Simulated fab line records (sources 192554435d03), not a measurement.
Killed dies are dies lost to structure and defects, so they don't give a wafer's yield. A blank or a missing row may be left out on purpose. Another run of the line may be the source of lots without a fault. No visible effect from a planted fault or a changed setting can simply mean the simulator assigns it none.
Matching of chambers / flow n5-finfet / 4 sister chambers for N5_BEOL_M3_ETCH_64 on rie-diel-03
The step etches SOC in N2/H2, target depth 75 nm, overetch 15 nm, time 112.5 s. 20 wafers are shown with their chamber, then 10 later ones without.

## EACH WAFER AND ITS CHAMBER
wafer=L077.1; chamber=1; showerhead-plenum-p-Torr (Torr)=2.64; throttle-valve-pct (%)=17.68; drypump-motor-current-A (A)=5.4
wafer=L077.3; chamber=3; showerhead-plenum-p-Torr (Torr)=2.36; throttle-valve-pct (%)=17.63; drypump-motor-current-A (A)=5.3
wafer=L077.5; chamber=1; showerhead-plenum-p-Torr (Torr)=2.64; throttle-valve-pct (%)=17.67; drypump-motor-current-A (A)=5.4
wafer=L076.2; chamber=1; showerhead-plenum-p-Torr (Torr)=2.64; throttle-valve-pct (%)=17.66; drypump-motor-current-A (A)=5.5
wafer=L076.4; chamber=2; showerhead-plenum-p-Torr (Torr)=2.65; throttle-valve-pct (%)=17.66; drypump-motor-current-A (A)=5.2
wafer=L076.6; chamber=3; showerhead-plenum-p-Torr (Torr)=2.36; throttle-valve-pct (%)=17.64; drypump-motor-current-A (A)=5.2
wafer=L080.1; chamber=2; showerhead-plenum-p-Torr (Torr)=2.65; throttle-valve-pct (%)=17.67; drypump-motor-current-A (A)=5.2
wafer=L080.3; chamber=3; showerhead-plenum-p-Torr (Torr)=2.35; throttle-valve-pct (%)=17.63; drypump-motor-current-A (A)=5.2
wafer=L080.6; chamber=3; showerhead-plenum-p-Torr (Torr)=2.35; throttle-valve-pct (%)=17.64; drypump-motor-current-A (A)=5.2
wafer=L081.1; chamber=1; showerhead-plenum-p-Torr (Torr)=2.64; throttle-valve-pct (%)=17.69; drypump-motor-current-A (A)=5.4
wafer=L081.4; chamber=2; showerhead-plenum-p-Torr (Torr)=2.65; throttle-valve-pct (%)=17.67; drypump-motor-current-A (A)=5.2
wafer=L081.6; chamber=0; showerhead-plenum-p-Torr (Torr)=2.61; throttle-valve-pct (%)=17.85; drypump-motor-current-A (A)=5.4
wafer=L082.1; chamber=3; showerhead-plenum-p-Torr (Torr)=2.35; throttle-valve-pct (%)=17.63; drypump-motor-current-A (A)=5.2
wafer=L082.4; chamber=0; showerhead-plenum-p-Torr (Torr)=2.61; throttle-valve-pct (%)=17.86; drypump-motor-current-A (A)=5.4
wafer=L082.6; chamber=2; showerhead-plenum-p-Torr (Torr)=2.65; throttle-valve-pct (%)=17.65; drypump-motor-current-A (A)=5.2
wafer=L084.3; chamber=0; showerhead-plenum-p-Torr (Torr)=2.61; throttle-valve-pct (%)=17.85; drypump-motor-current-A (A)=5.4
wafer=L084.5; chamber=0; showerhead-plenum-p-Torr (Torr)=2.61; throttle-valve-pct (%)=17.85; drypump-motor-current-A (A)=5.4
wafer=L084.6; chamber=3; showerhead-plenum-p-Torr (Torr)=2.35; throttle-valve-pct (%)=17.64; drypump-motor-current-A (A)=5.3
wafer=L085.2; chamber=3; showerhead-plenum-p-Torr (Torr)=2.35; throttle-valve-pct (%)=17.65; drypump-motor-current-A (A)=5.2
wafer=L085.4; chamber=1; showerhead-plenum-p-Torr (Torr)=2.63; throttle-valve-pct (%)=17.70; drypump-motor-current-A (A)=5.5

SIGNATURES (averages over the wafers above)
reading=showerhead-plenum-p-Torr; chamber 0=2.6100; chamber 1=2.6380; chamber 2=2.6500; chamber 3=2.3529; scatter within a chamber=0.00373
reading=throttle-valve-pct; chamber 0=17.8525; chamber 1=17.6800; chamber 2=17.6625; chamber 3=17.6371; scatter within a chamber=0.0103
reading=drypump-motor-current-A; chamber 0=5.400; chamber 1=5.440; chamber 2=5.200; chamber 3=5.229; scatter within a chamber=0.0405
Rule: for a wafer and a chamber, the distance is found by dividing, reading by reading, the gap between the wafer's reading and the chamber's mean by the reading's scatter, squaring, summing and taking the root. The wafer belongs to the nearest chamber; if the next one is less than 2 further off, it can't be placed. The scatter: the root of (the sum of the squares of (reading less its chamber's mean) over the shown wafers, divided by (wafers less chambers)).

## WAFERS WITH NO CHAMBER GIVEN
wafer=L085.6; showerhead-plenum-p-Torr (Torr)=2.64; throttle-valve-pct (%)=17.67; drypump-motor-current-A (A)=5.2
wafer=L086.1; showerhead-plenum-p-Torr (Torr)=2.35; throttle-valve-pct (%)=17.66; drypump-motor-current-A (A)=5.2
wafer=L086.2; showerhead-plenum-p-Torr (Torr)=2.64; throttle-valve-pct (%)=17.66; drypump-motor-current-A (A)=5.2
wafer=L086.4; showerhead-plenum-p-Torr (Torr)=2.63; throttle-valve-pct (%)=17.72; drypump-motor-current-A (A)=5.4
wafer=L089.2; showerhead-plenum-p-Torr (Torr)=2.60; throttle-valve-pct (%)=17.87; drypump-motor-current-A (A)=5.3
wafer=L089.3; showerhead-plenum-p-Torr (Torr)=2.63; throttle-valve-pct (%)=17.71; drypump-motor-current-A (A)=5.4
wafer=L089.6; showerhead-plenum-p-Torr (Torr)=2.64; throttle-valve-pct (%)=17.71; drypump-motor-current-A (A)=5.2
wafer=L094.2; showerhead-plenum-p-Torr (Torr)=2.34; throttle-valve-pct (%)=17.67; drypump-motor-current-A (A)=5.2
wafer=L094.3; showerhead-plenum-p-Torr (Torr)=2.62; throttle-valve-pct (%)=17.74; drypump-motor-current-A (A)=5.4
wafer=L094.4; showerhead-plenum-p-Torr (Torr)=2.64; throttle-valve-pct (%)=17.70; drypump-motor-current-A (A)=5.2

## THE CHAMBER EACH PASSED THROUGH
wafer=L085.6; from the rows above=2; in truth=2
wafer=L086.1; from the rows above=3; in truth=3
wafer=L086.2; from the rows above=2; in truth=2
wafer=L086.4; from the rows above=1; in truth=1
wafer=L089.2; from the rows above=0; in truth=0
wafer=L089.3; from the rows above=1; in truth=1
wafer=L089.6; from the rows above=can't be placed: 2 or 1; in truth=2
wafer=L094.2; from the rows above=3; in truth=3
wafer=L094.3; from the rows above=1; in truth=1
wafer=L094.4; from the rows above=can't be placed: 2 or 1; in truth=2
Correctly placed: 8 of 10. Not placeable from these rows: 2 (in 2, the candidates include the true chamber). Wrongly placed: 0.
